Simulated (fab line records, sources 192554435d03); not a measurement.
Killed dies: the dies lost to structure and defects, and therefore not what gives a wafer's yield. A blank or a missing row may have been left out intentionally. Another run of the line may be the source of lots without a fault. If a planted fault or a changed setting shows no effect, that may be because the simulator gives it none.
The tool behind it: which one? ; flow n5_finfet ; Sampling: 10 lots, 30 wafers, 4 of 1938 route steps

== WHAT EACH GAUGE READ, for each wafer ==
N5_BEOL_M4_RC_MEAS_101. Usual: DIBL_N 36.4 mV/V, standard deviation 1.2; DIBL_P 36.1 mV/V, standard deviation 1.6; IOFF_N 0.156 nA/um, standard deviation 0.024; IOFF_P 0.21 nA/um, standard deviation 0.031; ION_N 674 uA/um, standard deviation 11; ION_P 463 uA/um, standard deviation 6.9; SS_N 71.5 mV/dec, standard deviation 0.5; SS_P 73.2 mV/dec, standard deviation 0.55; VT_N 250.0 mV, standard deviation 2.9; VT_P -250 mV, standard deviation 3.6.
lot;measured;on;DIBL_N (mV/V);DIBL_P (mV/V);IOFF_N (nA/um);IOFF_P (nA/um);ION_N (uA/um);ION_P (uA/um);SS_N (mV/dec);SS_P (mV/dec);VT_N (mV);VT_P (mV);flag
L814;day 7 22:36;prober-02;37.7 35.5 36.2;38.4 36.8 37.6;0.178 0.155 0.157;0.22 0.20 0.20;671 675 679;462 464 464;72.2 71.2 70.8;73.5 72.9 72.7;250.2 251.4 250.2;-250 -251 -252;
L815;day 7 23:52;prober-01;36.0 35.7 36.9;35.3 35.0 35.9;0.151 0.147 0.168;0.23 0.22 0.24;682 677 679;472 471 469;71.9 72.0 71.3;73.1 72.9 72.6;250.8 251.0 247.8;-246 -246 -245;
L817;day 8 06:26;prober-02;35.5 35.4 37.9;36.6 36.2 39.3;0.160 0.146 0.207;0.20 0.18 0.24;675 661 679;456 450 463;71.5 71.3 71.7;73.7 73.5 75.0;248.2 250.2 244.5;-252 -257 -249;
L816;day 8 05:44;prober-01;37.3 38.7 36.8;38.3 39.4 37.6;0.181 0.208 0.167;0.23 0.24 0.21;680 684 674;469 464 459;72.1 72.1 72.4;73.3 73.8 73.3;247.3 244.2 247.0;-250 -249 -251;
L818;day 8 21:00;prober-02;37.3 35.2 36.6;39.6 37.1 38.4;0.204 0.160 0.183;0.26 0.22 0.24;698 669 676;473 459 461;72.3 71.4 71.8;73.9 73.7 73.5;245.0 249.5 247.5;-250 -248 -250;
L827;day 11 02:11;prober-01;37.0 37.7 36.5;35.7 36.9 35.4;0.143 0.156 0.135;0.17 0.18 0.16;665 684 667;455 458 454;72.0 72.1 71.4;73.3 73.2 73.1;250.7 249.1 252.3;-259 -258 -259;
L828;day 11 03:54;prober-02;36.6 35.8 34.6;35.0 34.9 33.3;0.154 0.151 0.127;0.19 0.18 0.17;681 684 665;463 460 452;71.8 71.6 71.5;73.3 73.0 73.3;252.5 249.4 253.1;-252 -254 -257;
L829;day 11 12:38;prober-02;37.7 35.5 35.6;36.7 34.2 34.6;0.170 0.130 0.140;0.20 0.16 0.17;672 667 671;455 460 460;71.7 70.6 71.4;74.1 73.1 73.3;250.4 253.5 252.1;-252 -256 -254;
L833;day 12 12:56;prober-01;37.7 37.7 36.4;36.7 37.1 34.8;0.175 0.186 0.149;0.25 0.26 0.22;679 688 661;467 470 463;71.8 71.7 71.0;73.3 74.1 73.3;247.2 247.7 250.1;-247 -247 -248;
L837;day 14 02:44;prober-01;35.8 35.0 35.1;35.8 34.4 34.8;0.156 0.141 0.140;0.19 0.17 0.17;678 674 681;464 452 464;71.4 72.0 71.5;73.8 73.3 72.8;248.1 251.6 248.5;-253 -255 -254;

N5_MIM_BOT_LITHO_OVL_MEAS_11. Usual: for MIM_BOT_OVL the level is -2 nm and the standard deviation is 5.6.
lot;measured;on;MIM_BOT_OVL (nm);flag
L814;day 11 15:58;overlay-02;-6 -2 2;
L815;day 11 19:37;overlay-02;-11 -4 -10;
L817;day 11 20:04;overlay-01;-3 -7 -10;
L816;day 11 19:49;overlay-02;5 -9 1;
L818;day 12 07:41;overlay-02;-8 -19 -6;
L827;day 14 17:28;overlay-02;-4 -1 0;
L828;day 15 05:07;overlay-02;-8 -6 -8;
L829;day 15 09:50;overlay-01;0 -2 -6;
L833;day 16 02:08;overlay-02;-11 -7 -8;
L837;day 18 03:26;overlay-02;0 -3 8;

== TOOL THAT RAN EACH LOT (tool first, then ch and the chambers of the sampled wafers, then the start) ==
lot;N5_BEOL_M1_EXPOSE_08;N5_MIM_TOP_LITHO_DESCUM_10
L814;euv_scanner-01 ch 0, day 6 07:13;rie_diel-02 ch 0,2,3, day 11 15:05
L815;euv_scanner-01 ch 0, day 6 08:38;rie_diel-02 ch 0,2,3, day 11 18:49
L817;euv_scanner-01 ch 0, day 6 13:52;rie_diel-02 ch 2,3, day 11 19:23
L816;euv_scanner-02 ch 0, day 6 17:54;rie_diel-03 ch 0,1,2, day 11 18:59
L818;euv_scanner-01 ch 0, day 7 04:14;rie_diel-02 ch 0,1,3, day 12 07:01
L827;euv_scanner-01 ch 0, day 9 00:47;rie_diel-03 ch 0,1,3, day 14 16:40
L828;euv_scanner-01 ch 0, day 9 12:35;rie_diel-01 ch 0,1,2, day 15 04:06
L829;euv_scanner-01 ch 0, day 9 20:22;rie_diel-01 ch 0,1, day 15 09:09
L833;euv_scanner-02 ch 0, day 10 19:36;rie_diel-01 ch 1,3, day 16 01:27
L837;euv_scanner-02 ch 0, day 12 06:11;rie_diel-03 ch 0,3, day 18 02:35
- N5_BEOL_M1_EXPOSE_08: exposes mask M1.
- N5_MIM_TOP_LITHO_DESCUM_10: chemistry O2, time 7.9 s.

== WHAT THE TOOLS THEMSELVES READ (means of the sampled wafers that have a number; where no wafer has one, the mark that the record gives instead) ==
N5_MIM_TOP_LITHO_DESCUM_10. Usual: drypump_motor_current_A 6.0 A, standard deviation 0.35; oes_product_au 0.82 a.u., standard deviation 0.075; rf_vpp_V 243.1 V, standard deviation 1.2; showerhead_plenum_p_Torr 2.09 Torr, standard deviation 0.066; throttle_valve_pct 20.21 %, standard deviation 0.23.
lot;tool;drypump_motor_current_A (A);oes_product_au (a.u.);rf_vpp_V (V);showerhead_plenum_p_Torr (Torr);throttle_valve_pct (%);flag
L814;rie_diel-02;5.7;0.81;243.7;2.11;20.36;
L815;rie_diel-02;5.7;0.81;243.1;2.11;20.36;
L817;rie_diel-02;5.7;0.81;243.3;2.11;20.50;
L816;rie_diel-03;6.2;0.76;243.2;2.06;20.26;
L818;rie_diel-02;5.4;0.85;243.7;2.14;20.15;
L827;rie_diel-03;6.1;0.90;242.4;2.08;20.16;
L828;rie_diel-01;5.9;0.78;243.1;2.06;20.09;
L829;rie_diel-01;6.1;0.83;243.0;2.08;20.01;
L833;rie_diel-01;6.1;0.79;243.5;2.14;20.22;
L837;rie_diel-03;6.3;0.83;242.0;2.03;20.16;

== THE ANSWER, worked out from the rows above alone ==
Rule: take the mean of a lot's wafers that have a number; if it is more than 3 standard deviations from the usual mean, the lot is off. Also off: a lot with no number at a reading for which 4 or more lots have one. All remaining lots with rows at the step are treated as sound. The gauges are gone through in route order, then the tools' own readings, and for those a lot's mean is taken as printed above. At the first step where some lot is off, the reading lying furthest off is the one used; lots without a number count as furthest.
Nothing can be told from this: no lot is off at any reading shown.

== WHAT THE SIMULATOR HAD INSERTED ==
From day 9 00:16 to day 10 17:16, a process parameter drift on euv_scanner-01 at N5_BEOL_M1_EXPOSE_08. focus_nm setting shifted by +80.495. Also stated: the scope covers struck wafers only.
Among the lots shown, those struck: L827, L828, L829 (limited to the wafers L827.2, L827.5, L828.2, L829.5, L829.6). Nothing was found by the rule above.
